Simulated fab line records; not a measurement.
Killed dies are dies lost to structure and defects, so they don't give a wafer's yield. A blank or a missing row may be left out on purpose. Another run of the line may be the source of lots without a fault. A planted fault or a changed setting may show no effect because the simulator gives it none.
A struck lot beside a sound one :: flow nand_harc :: 37 steps out of a route of 1302
Sound: the wafers L346.3, L346.4, L346.5. Struck: wafers L333.3, L333.5, L333.6. Last of all comes the cause.
Per side, at each step with rows, come the tool, then ch with its chambers, and then its first start. Under that, the readings that differ: sound wafers :: struck wafers :: difference of the means :: sigmas: that difference in standard deviations of wafers without a fault.
alike: words and numbers the same on both sides, and readings whose means are apart by under 2 such deviations; not compared: readings that were withheld, readings missing a value for some wafer, numbers with overlapping values and no deviation given by the record, and bounds like >300 which may hide the same value.
Wherever a step has rows on one side only, a row that says differs or no value, or a row with sigmas, the two part there. Non-overlapping numbers with no deviation appear without sigmas and do not part them. A reading that every wafer of one side lacks parts them only if that side has two wafers or more.

first, 10 steps without rows for these wafers: NHARC_A_CHANNEL_HOLE_D2_DEP_00 (deposits aC, target thk 3100 nm); NHARC_A_CHANNEL_HOLE_D2_DEP_01 (deposits SiON, target thk 140 nm); NHARC_A_CHANNEL_HOLE_D2_DEHYDRATE_02 (time 120 s); NHARC_A_CHANNEL_HOLE_D2_HMDS_03 (time 30 s); NHARC_A_CHANNEL_HOLE_D2_COAT_36 (time 75 s); NHARC_A_CHANNEL_HOLE_D2_COAT_37 (time 65 s); NHARC_A_CHANNEL_HOLE_D2_COAT_04 (resist thk 90 nm); NHARC_A_CHANNEL_HOLE_D2_SOFTBAKE_05 (time 55 s); NHARC_A_CHANNEL_HOLE_D2_EBR_06; NHARC_A_CHANNEL_HOLE_D2_EXPOSE_07 (exposes mask HOLE D2, target cd 100 nm).
NHARC_A_CHANNEL_HOLE_D2_PEB_08: peb time 65 s.
  sound on litho_track-06 ch 0, day 22 02:03; struck on litho_track-06 ch 0, day 17 06:38
then, 1 step without rows for these wafers: NHARC_A_CHANNEL_HOLE_D2_DEVELOP_09 (develop time 35 s).
NHARC_A_CHANNEL_HOLE_D2_CD_MEAS_10 targets a cd of 100 nm.
  sound on cd_sem-01 ch 0, day 22 02:08; struck on cd_sem-03 ch 0, day 17 06:43
reading: cd_nm (nm)
sound: 100.0 100.7 101.0
struck: 104.7 105.1 105.4
difference: +4.5
sigmas: +8
NHARC_A_CHANNEL_HOLE_D2_DESCUM_15: chemistry O2, time 3 s.
  sound on rie_diel-02 ch 1,3, day 22 02:20; struck on rie_diel-06 ch 0,3, day 17 06:55
reading: model.A_CHANNEL_HOLE_D2.cd_nm (nm)
sound: 101 101.1 101.6
struck: 103.8 104.9 104.8
difference: +3.3
sigmas: 
  alike: drypump_motor_current_A, oes_product_au, rf_vpp_V, showerhead_plenum_p_Torr, throttle_valve_pct
  not compared: rf_hours_counter_h
then, 16 steps without rows for these wafers: NHARC_A_CHANNEL_HOLE_D2_ETCH_38 (etches the open film in CF4, target depth 39 nm, time 65 s); NHARC_A_CHANNEL_HOLE_D2_ETCH_39 (etches the open film in N2/H2, target depth 260 nm, time 325 s); NHARC_A_CHANNEL_HOLE_D2_ETCH_34 (etches the open film in CF4/CHF3, target depth 154 nm, time 77 s); NHARC_A_CHANNEL_HOLE_D2_ETCH_16 (etches the open film in O2/COS, target depth 3100 nm, time 806 s); NHARC_A_CHANNEL_HOLE_D2_ETCH_19 (etches the open film in C4F8/O2/Ar, time 34.5 s); NHARC_A_CHANNEL_HOLE_D2_ETCH_20 (etches the open film in C4F8/O2/Ar, time 361.9 s, target depth 1600 nm); NHARC_A_CHANNEL_HOLE_D2_ETCH_21 (etches the open film in C4F8/O2/Ar, time 514.3 s, target depth 1600 nm); NHARC_A_CHANNEL_HOLE_D2_ETCH_22 (etches the open film in C4F8/O2/Ar, time 666.7 s, target depth 1600 nm); NHARC_A_CHANNEL_HOLE_D2_ETCH_23 (etches the open film in C4F8/O2/Ar, time 819 s, target depth 1600 nm); NHARC_A_CHANNEL_HOLE_D2_ETCH_24 (etches the open film in C4F8/O2/Ar, time 906.2 s, target depth 1500 nm); NHARC_A_CHANNEL_HOLE_D2_ETCH_25 (etches the open film in C4F8/O2/Ar, time 1040.2 s, target depth 1500 nm); NHARC_A_CHANNEL_HOLE_D2_ETCH_26 (etches the open film in C4F8/O2/Ar, time 224.1 s, target depth 300 nm); NHARC_A_CHANNEL_HOLE_D2_ETCH_27 (etches the open film in C4F8/O2/Ar, time 90 s, target depth 400 nm); NHARC_A_CHANNEL_HOLE_D2_STRIP_41 (strips in N2/H2); NHARC_A_CHANNEL_HOLE_D2_STRIP_42 (strips in CF4/CHF3); NHARC_A_CHANNEL_HOLE_D2_STRIP_43 (strips in O2/COS).
NHARC_A_CHANNEL_HOLE_D2_ETCH_44: etches the open film in CF4/O2, target depth 140 nm, overetch 14 nm, time 77 s.
  sound on rie_diel-02 ch 0,1,3, day 22 11:28; struck on rie_diel-06 ch 0,1, day 17 15:44
reading: oes_product_au (a.u.)
sound: 0.975 1.000 0.988
struck: 1.020 1.025 1.006
difference: +0.029
sigmas: +3
  alike: drypump_motor_current_A, rf_vpp_V, showerhead_plenum_p_Torr, throttle_valve_pct
  not compared: rf_hours_counter_h, model.A_CHANNEL_HOLE_D2.cd_nm
then, 3 steps without rows for these wafers: NHARC_A_CHANNEL_HOLE_D2_STRIP_28 (strips in O2); NHARC_A_CHANNEL_HOLE_D2_PRECLEAN_29 (cleans in SC1); NHARC_A_CHANNEL_HOLE_D2_SRD_30.
NHARC_A_CHANNEL_HOLE_D2_CD_MEAS_31:
  sound on cd_sem-01, day 22 12:23; struck on cd_sem-03, day 17 16:38
  alike: cd_nm
NHARC_A_CHANNEL_HOLE_D2_XSEM_32:
  sound on xsem-02 ch 0, day 22 12:29; struck on xsem-01 ch 0, day 17 16:44
  alike: bot_cd_nm, bow_nm, tilt_deg
-- break in the record here, with 12 days between the starts of the struck wafers on either side (left off in module A_CHANNEL_HOLE_D2, picked up again in module END, where the first step shown is number 1302 on the route) --
NHARC_END_SORT_01:
  sound on prober-01 ch 0, day 33 05:03; struck on prober-02 ch 0, day 29 15:00
reading: killed_at_other
sound: 3 2 4
struck: 1 1 0
difference: -2
sigmas: -2
  alike: killed_at_array, killed_at_periphery, killed_dies, killed_open, killed_short

WHERE THEY PART
First at NHARC_A_CHANNEL_HOLE_D2_CD_MEAS_10; last, within this record, at NHARC_END_SORT_01.

WHY: whatever the simulator had introduced
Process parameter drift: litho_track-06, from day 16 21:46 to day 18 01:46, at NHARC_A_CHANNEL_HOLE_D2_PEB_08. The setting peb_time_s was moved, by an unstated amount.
